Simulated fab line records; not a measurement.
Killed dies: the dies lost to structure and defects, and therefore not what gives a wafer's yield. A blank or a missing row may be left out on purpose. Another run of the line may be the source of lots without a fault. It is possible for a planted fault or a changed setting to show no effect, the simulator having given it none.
Which of the tools did it? | flow n5Finfet | 72 wafers from 24 lots sampled at 6 of the route's 1938 steps

== WHAT EACH GAUGE READ, for each wafer ==
N5_BEOL_M1_CD_MEAS_18: pitch 36 nm, target cd 18 nm. Usual: cdNm 18.0 nm, standard deviation 0.33.
lot  | measured     | on       | cdNm (nm)      | flag
L074 | day 6 04:52  | cdSem-01 | 17.6 17.7 17.8 | 
L075 | day 6 14:31  | cdSem-02 | 17.9 18.0 18.0 | 
L076 | day 6 17:40  | cdSem-02 | 18.6 17.7 18.0 | 
L077 | day 6 22:55  | cdSem-03 | 18.0 18.5 18.1 | 
L078 | day 7 02:20  | cdSem-01 | 17.9 18.5 17.9 | 
L079 | day 7 12:41  | cdSem-03 | 18.7 17.6 17.7 | 
L080 | day 7 12:52  | cdSem-01 | 18.8 18.0 18.2 | 
L081 | day 7 21:32  | cdSem-02 | 17.5 18.1 17.8 | 
L082 | day 8 00:11  | cdSem-02 | 17.4 18.5 18.3 | 
L083 | day 8 11:44  | cdSem-01 | 18.0 18.1 18.2 | 
L085 | day 8 17:46  | cdSem-02 | 17.8 18.1 18.0 | 
L084 | day 8 19:54  | cdSem-01 | 17.7 18.4 17.8 | 
L086 | day 9 03:25  | cdSem-01 | 17.9 17.9 18.2 | 
L087 | day 9 08:11  | cdSem-02 | 17.9 18.2 18.5 | 
L088 | day 9 13:32  | cdSem-02 | 17.5 18.1 17.3 | 
L089 | day 9 19:52  | cdSem-03 | 17.8 18.0 18.3 | 
L090 | day 10 02:55 | cdSem-01 | 18.2 18.2 18.1 | 
L091 | day 10 08:07 | cdSem-02 | 17.5 17.5 17.7 | 
L092 | day 10 13:28 | cdSem-02 | 18.2 18.2 18.4 | 
L093 | day 10 18:39 | cdSem-03 | 17.9 17.9 18.3 | 
L094 | day 11 07:37 | cdSem-01 | 18.1 18.2 18.2 | 
L095 | day 11 12:23 | cdSem-01 | 17.8 17.9 17.7 | 
L096 | day 11 16:08 | cdSem-01 | 18.5 17.9 18.3 | 
L097 | day 12 01:31 | cdSem-03 | 17.9 18.6 18.1 | 

N5_BEOL_M1_THK_MEAS_53: measures by xrf. Usual: M1_THK gives 39.6 nm (standard deviation 1.5).
lot  | measured     | on           | M1_THK (nm)    | flag
L074 | day 6 10:50  | filmMetro-02 | 38.4 40.9 39.9 | 
L075 | day 6 21:37  | filmMetro-01 | 41.2 40.2 39.1 | 
L076 | day 7 01:04  | filmMetro-01 | 39.1 38.9 42.7 | 
L077 | day 7 06:32  | filmMetro-01 | 38.3 40.4 39.5 | 
L078 | day 7 09:14  | filmMetro-02 | 38.0 37.3 41.8 | 
L079 | day 7 17:58  | filmMetro-02 | 39.1 38.5 39.9 | 
L080 | day 7 19:41  | filmMetro-01 | 40.4 39.6 42.6 | 
L081 | day 8 14:18  | filmMetro-01 | 35.7 39.3 37.9 | 
L082 | day 8 14:04  | filmMetro-02 | 39.8 41.3 40.1 | 
L083 | day 9 02:19  | filmMetro-01 | 39.7 39.0 38.9 | 
L085 | day 9 03:55  | filmMetro-02 | 36.6 37.7 40.2 | 
L084 | day 9 04:23  | filmMetro-02 | 38.5 39.0 38.7 | 
L086 | day 9 16:17  | filmMetro-02 | 38.7 39.5 38.9 | 
L087 | day 9 22:47  | filmMetro-02 | 37.9 40.0 40.1 | 
L088 | day 9 19:19  | filmMetro-01 | 36.5 38.9 38.9 | 
L089 | day 10 04:43 | filmMetro-01 | 40.4 41.3 40.6 | 
L090 | day 10 16:04 | filmMetro-02 | 38.7 38.9 39.1 | 
L091 | day 10 23:28 | filmMetro-02 | 39.4 41.0 40.9 | 
L092 | day 11 01:51 | filmMetro-02 | 41.3 40.2 41.1 | 
L093 | day 11 04:47 | filmMetro-02 | 39.9 40.5 42.7 | 
L094 | day 11 15:52 | filmMetro-02 | 36.5 38.5 38.6 | 
L095 | day 12 02:47 | filmMetro-01 | 38.6 41.9 42.2 | 
L096 | day 12 07:25 | filmMetro-02 | 41.2 37.7 40.1 | 
L097 | day 12 07:39 | filmMetro-02 | 39.0 38.0 41.9 | 

N5_BEOL_M1_INSPECT_59: inspects for defects (darkfield). Usual: rawDefectCount 74, standard deviation 25.
lot  | measured     | on               | rawDefectCount | flag
L074 | day 6 11:07  | defectInspect-01 | 55 61 31       | 
L075 | day 6 21:55  | defectInspect-01 | 81 72 122      | 
L076 | day 7 01:22  | defectInspect-01 | 55 31 47       | 
L077 | day 7 06:50  | defectInspect-02 | 89 106 91      | 
L078 | day 7 09:31  | defectInspect-01 | 58 72 67       | 
L079 | day 7 18:15  | defectInspect-01 | 69 92 75       | 
L080 | day 7 20:01  | defectInspect-02 | 106 101 69     | 
L081 | day 8 14:35  | defectInspect-02 | 48 71 67       | 
L082 | day 8 14:20  | defectInspect-02 | 62 45 47       | 
L083 | day 9 02:40  | defectInspect-01 | 113 75 58      | 
L085 | day 9 04:13  | defectInspect-01 | 42 70 35       | 
L084 | day 9 04:40  | defectInspect-01 | 57 84 57       | 
L086 | day 9 16:35  | defectInspect-01 | 66 89 53       | 
L087 | day 9 23:05  | defectInspect-01 | 58 103 62      | 
L088 | day 9 19:38  | defectInspect-02 | 92 55 72       | 
L089 | day 10 05:02 | defectInspect-01 | 89 96 66       | 
L090 | day 10 16:21 | defectInspect-02 | 45 55 55       | 
L091 | day 10 23:46 | defectInspect-01 | 194 120 131    | 
L092 | day 11 02:08 | defectInspect-02 | 86 109 49      | 
L093 | day 11 05:04 | defectInspect-02 | 43 78 80       | 
L094 | day 11 16:10 | defectInspect-01 | 92 64 58       | 
L095 | day 12 03:05 | defectInspect-01 | 79 70 68       | 
L096 | day 12 07:43 | defectInspect-01 | 38 50 37       | 
L097 | day 12 07:58 | defectInspect-01 | 55 84 116      | 

== WHICH TOOL RAN EACH LOT (tool, then ch and the chambers of the sampled wafers, then the start) ==
lot  | N5_BEOL_M1_DEGAS_44         | N5_BEOL_M1_SPUTTER_90       | N5_BEOL_M1_ANNEAL_93
L074 | pvdSputter-02, day 6 07:32  | pvdSputter-02, day 6 09:23  | pvdSputter-02, day 6 09:41
L075 | pvdSputter-02, day 6 18:20  | pvdSputter-02, day 6 20:10  | pvdSputter-02, day 6 20:28
L076 | pvdSputter-02, day 6 21:51  | pvdSputter-01, day 6 23:37  | pvdSputter-01, day 6 23:55
L077 | pvdSputter-03, day 7 03:15  | pvdSputter-03, day 7 04:54  | pvdSputter-03, day 7 05:12
L078 | pvdSputter-01, day 7 06:07  | pvdSputter-01, day 7 07:47  | pvdSputter-01, day 7 08:05
L079 | pvdSputter-01, day 7 14:46  | pvdSputter-01, day 7 16:31  | pvdSputter-01, day 7 16:49
L080 | pvdSputter-01, day 7 14:50  | pvdSputter-03, day 7 18:14  | pvdSputter-03, day 7 18:32
L081 | pvdSputter-01, day 8 10:49  | pvdSputter-03, day 8 12:34  | pvdSputter-03, day 8 12:52
L082 | pvdSputter-03, day 8 10:52  | pvdSputter-01, day 8 12:37  | pvdSputter-01, day 8 12:55
L083 | pvdSputter-01, day 8 22:59  | pvdSputter-01, day 9 00:49  | pvdSputter-01, day 9 01:07
L085 | pvdSputter-01, day 8 23:14  | pvdSputter-03, day 9 02:28  | pvdSputter-03, day 9 02:46
L084 | pvdSputter-02, day 8 23:43  | pvdSputter-01, day 9 02:47  | pvdSputter-01, day 9 03:05
L086 | pvdSputter-02, day 9 12:55  | pvdSputter-01, day 9 14:50  | pvdSputter-01, day 9 15:08
L087 | pvdSputter-02, day 9 19:25  | pvdSputter-01, day 9 21:19  | pvdSputter-01, day 9 21:37
L088 | pvdSputter-03, day 9 16:02  | pvdSputter-02, day 9 17:52  | pvdSputter-02, day 9 18:10
L089 | pvdSputter-02, day 10 01:20 | pvdSputter-03, day 10 03:08 | pvdSputter-03, day 10 03:26
L090 | pvdSputter-03, day 10 12:37 | pvdSputter-03, day 10 14:34 | pvdSputter-03, day 10 14:52
L091 | pvdSputter-01, day 10 18:12 | pvdSputter-01, day 10 22:01 | pvdSputter-01, day 10 22:19
L092 | pvdSputter-02, day 10 22:43 | pvdSputter-02, day 11 00:23 | pvdSputter-02, day 11 00:41
L093 | pvdSputter-02, day 11 01:35 | pvdSputter-02, day 11 03:14 | pvdSputter-02, day 11 03:32
L094 | pvdSputter-03, day 11 12:26 | pvdSputter-03, day 11 14:26 | pvdSputter-03, day 11 14:44
L095 | pvdSputter-01, day 11 23:35 | pvdSputter-02, day 12 01:20 | pvdSputter-02, day 12 01:38
L096 | pvdSputter-01, day 12 04:18 | pvdSputter-02, day 12 05:58 | pvdSputter-02, day 12 06:16
L097 | pvdSputter-03, day 12 04:19 | pvdSputter-01, day 12 06:11 | pvdSputter-01, day 12 06:29
- N5_BEOL_M1_DEGAS_44: time 60 s.
- N5_BEOL_M1_SPUTTER_90: material Cu, target thk 4.5 nm, time 8.29 s.
- N5_BEOL_M1_ANNEAL_93: time 240 s.

== WHAT THE TOOLS THEMSELVES READ (means of the sampled wafers that have a number; where no wafer has one, the mark that the record gives instead) ==
N5_BEOL_M1_DEGAS_44. Usual: heaterPowerW 342 W, standard deviation 30.
lot  | tool          | heaterPowerW (W) | flag
L074 | pvdSputter-02 | 337              | 
L075 | pvdSputter-02 | 339              | 
L076 | pvdSputter-02 | 352              | 
L077 | pvdSputter-03 | 356              | 
L078 | pvdSputter-01 | 344              | 
L079 | pvdSputter-01 | 325              | 
L080 | pvdSputter-01 | 338              | 
L081 | pvdSputter-01 | 325              | 
L082 | pvdSputter-03 | 341              | 
L083 | pvdSputter-01 | 326              | 
L085 | pvdSputter-01 | 327              | 
L084 | pvdSputter-02 | 318              | 
L086 | pvdSputter-02 | 338              | 
L087 | pvdSputter-02 | 323              | 
L088 | pvdSputter-03 | 354              | 
L089 | pvdSputter-02 | 320              | 
L090 | pvdSputter-03 | 336              | 
L091 | pvdSputter-01 | 335              | 
L092 | pvdSputter-02 | 364              | 
L093 | pvdSputter-02 | 339              | 
L094 | pvdSputter-03 | 331              | 
L095 | pvdSputter-01 | 340              | 
L096 | pvdSputter-01 | 298              | 
L097 | pvdSputter-03 | 348              | 

N5_BEOL_M1_SPUTTER_90. Usual: throttleValvePct 30.2 %, standard deviation 0.98.
lot  | tool          | throttleValvePct (%) | flag
L074 | pvdSputter-02 | 29.1                 | 
L075 | pvdSputter-02 | 30.2                 | 
L076 | pvdSputter-01 | 30.5                 | 
L077 | pvdSputter-03 | 30.1                 | 
L078 | pvdSputter-01 | 30.0                 | 
L079 | pvdSputter-01 | 30.3                 | 
L080 | pvdSputter-03 | 30.1                 | 
L081 | pvdSputter-03 | 30.2                 | 
L082 | pvdSputter-01 | 31.2                 | 
L083 | pvdSputter-01 | 29.9                 | 
L085 | pvdSputter-03 | 29.8                 | 
L084 | pvdSputter-01 | 31.2                 | 
L086 | pvdSputter-01 | 30.3                 | 
L087 | pvdSputter-01 | 30.2                 | 
L088 | pvdSputter-02 | 29.2                 | 
L089 | pvdSputter-03 | 29.9                 | 
L090 | pvdSputter-03 | 29.8                 | 
L091 | pvdSputter-01 | 31.3                 | 
L092 | pvdSputter-02 | 29.4                 | 
L093 | pvdSputter-02 | 30.0                 | 
L094 | pvdSputter-03 | 30.3                 | 
L095 | pvdSputter-02 | 29.8                 | 
L096 | pvdSputter-02 | 30.2                 | 
L097 | pvdSputter-01 | 30.6                 | 

N5_BEOL_M1_ANNEAL_93. Usual: heaterPowerW 846 W, standard deviation 73.
lot  | tool          | heaterPowerW (W) | flag
L074 | pvdSputter-02 | 873              | 
L075 | pvdSputter-02 | 895              | 
L076 | pvdSputter-01 | 758              | 
L077 | pvdSputter-03 | 866              | 
L078 | pvdSputter-01 | 813              | 
L079 | pvdSputter-01 | 857              | 
L080 | pvdSputter-03 | 847              | 
L081 | pvdSputter-03 | 881              | 
L082 | pvdSputter-01 | 785              | 
L083 | pvdSputter-01 | 870              | 
L085 | pvdSputter-03 | 814              | 
L084 | pvdSputter-01 | 797              | 
L086 | pvdSputter-01 | 807              | 
L087 | pvdSputter-01 | 799              | 
L088 | pvdSputter-02 | 864              | 
L089 | pvdSputter-03 | 843              | 
L090 | pvdSputter-03 | 830              | 
L091 | pvdSputter-01 | 787              | 
L092 | pvdSputter-02 | 865              | 
L093 | pvdSputter-02 | 889              | 
L094 | pvdSputter-03 | 877              | 
L095 | pvdSputter-02 | 886              | 
L096 | pvdSputter-02 | 843              | 
L097 | pvdSputter-01 | 821              | 

== THE ANSWER, worked out from the rows above alone ==
Rule: a lot is off if the mean of its wafers that have a number lies more than 3 standard deviations from the usual mean. Also off: a lot with no number at a reading for which 4 or more lots have one. Where the step has rows for the other lots, those lots are counted as sound. Order of review: gauges by route order, followed by the tools' own readings, for which a lot's mean as printed above is used. The first step at which some lot is off is used, and at that step the reading that is off furthest; a lot without a number counts as furthest.
Across all readings shown, no lot is off: no conclusion can be drawn from this.

== WHAT HAD BEEN PUT IN BY THE SIMULATOR ==
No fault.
